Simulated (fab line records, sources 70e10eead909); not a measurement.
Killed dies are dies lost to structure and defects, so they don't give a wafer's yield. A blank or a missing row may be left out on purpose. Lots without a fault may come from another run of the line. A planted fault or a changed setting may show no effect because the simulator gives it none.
Which tool did it? | flow nand_harc | 12 lots, 36 wafers sampled, at 5 steps of a route of 1159

WHAT THE GAUGES READ, wafer by wafer
NHARC_A_SIN_REMOVE_INSPECT_04.
lot  | measured     | on                | raw_defect_count
L075 | day 15 00:34 | defect_inspect-01 | 318 291 253
L077 | day 15 11:25 | defect_inspect-01 | 262 285 259
L082 | day 16 01:14 | defect_inspect-01 | 352 244 303
L080 | day 16 08:39 | defect_inspect-01 | 284 500 315
L085 | day 17 08:18 | defect_inspect-02 | 496 370 371
L086 | day 17 16:49 | defect_inspect-01 | 339 399 254
L083 | day 17 16:49 | defect_inspect-02 | 422 316 370
L089 | day 18 03:51 | defect_inspect-02 | 375 307 282
L093 | day 19 06:37 | defect_inspect-01 | 397 513 348
L091 | day 19 13:43 | defect_inspect-01 | 359 315 394
L095 | day 20 15:03 | defect_inspect-01 | 453 425 342
L097 | day 20 15:04 | defect_inspect-02 | 257 301 394

WHICH TOOL RAN EACH LOT (tool, then ch and the chambers of the sampled wafers, then the start)
lot  | NHARC_A_STAIRCASE_CMP_450     | NHARC_A_SGD_CUT_ETCH_16                       | NHARC_A_SGD_CUT_CMP_21        | NHARC_A_SGD_CUT_STRIP_28
L075 | cmp-01 ch 0,1,2, day 13 22:37 | rie_diel-04 ch 0,1,3, day 14 07:07 or earlier | cmp-03 ch 0,1,3, day 14 07:07 | rie_diel-06 ch 0,1,3, day 15 00:34 or earlier
L077 | cmp-03 ch 1,2,3, day 14 10:48 | rie_diel-06 ch 0,2,3, day 14 20:19 or earlier | cmp-01 ch 0,1,3, day 14 20:19 | rie_diel-06 ch 0,2,3, day 15 11:25 or earlier
L082 | cmp-03 ch 1,2,3, day 15 01:36 | rie_diel-04 ch 0,1,3, day 15 10:09 or earlier | cmp-03 ch 0,1,3, day 15 10:09 | rie_diel-09 ch 0,1, day 16 01:14 or earlier
L080 | cmp-03 ch 0,1,3, day 15 02:59 | rie_diel-09 ch 0,1, day 15 10:06 or earlier   | cmp-02 ch 1,2,3, day 15 10:06 | rie_diel-09 ch 1,2,3, day 16 08:39 or earlier
L085 | cmp-04 ch 2,3, day 16 08:37   | rie_diel-06 ch 0,1,3, day 16 17:18 or earlier | cmp-03 ch 1,2, day 16 17:18   | rie_diel-04 ch 0,1, day 17 08:18 or earlier
L086 | cmp-01 ch 0,2,3, day 16 15:27 | rie_diel-09 ch 1,3, day 17 00:49 or earlier   | cmp-03 ch 0,1,3, day 17 00:49 | rie_diel-04 ch 0,2,3, day 17 16:49 or earlier
L083 | cmp-03 ch 0,2,3, day 16 18:16 | rie_diel-06 ch 0,2,3, day 17 00:49 or earlier | cmp-02 ch 1,2, day 17 00:49   | rie_diel-06 ch 0,2,3, day 17 16:49 or earlier
L089 | cmp-01 ch 1,2,3, day 17 03:51 | rie_diel-06 ch 0,1,2, day 17 12:10 or earlier | cmp-03 ch 0,2,3, day 17 12:10 | rie_diel-06 ch 0,2,3, day 18 03:51 or earlier
L093 | cmp-03 ch 0,1,3, day 18 06:37 | rie_diel-04 ch 0,2,3, day 18 14:52 or earlier | cmp-01 ch 0,1,2, day 18 14:52 | rie_diel-09 ch 1,2,3, day 19 06:37 or earlier
L091 | cmp-03 ch 0,3, day 18 11:41   | rie_diel-04 ch 0,2,3, day 18 21:19 or earlier | cmp-02 ch 0,2, day 18 21:19   | rie_diel-04 ch 0,2, day 19 13:43 or earlier
L095 | cmp-03 ch 0,1, day 19 12:24   | rie_diel-06 ch 0,1,2, day 20 00:05 or earlier | cmp-01 ch 0,1,3, day 20 00:05 | rie_diel-09 ch 0,2, day 20 00:41
L097 | cmp-04 ch 0,3, day 19 12:53   | rie_diel-09 ch 0,3, day 20 00:07 or earlier   | cmp-02 ch 0,1,2, day 20 00:07 | rie_diel-04 ch 0,3, day 20 15:04 or earlier
- NHARC_A_STAIRCASE_CMP_450: polishes SiO2, target thk 200 nm.
- NHARC_A_SGD_CUT_ETCH_16: etches the open film in C4F8/O2/Ar, target depth 310.5 nm, time 155.2 s.
- NHARC_A_SGD_CUT_CMP_21: polishes, target thk 148.19 nm.
- NHARC_A_SGD_CUT_STRIP_28: strips in O2, time 20 s.

THE ANSWER, worked out from the rows above alone
Rule: what is usual is taken from the lots themselves. Put in order of their means at a reading, lots are off if they are a third of the lots or fewer, leave a main group of 4 or more, and stand apart from it by a gap of 3 or more times the standard deviation of the main group's means; of several such gaps the widest counts. A main group whose means are all the same, to the digits that the tables above print for the reading, isn't used. A lot without any number at a reading at which 4 lots or more have one is off too. The other lots that the step has rows for count as sound.
No lot is off at any reading shown: from this, nothing can be told.

WHAT THE SIMULATOR HAD PUT IN
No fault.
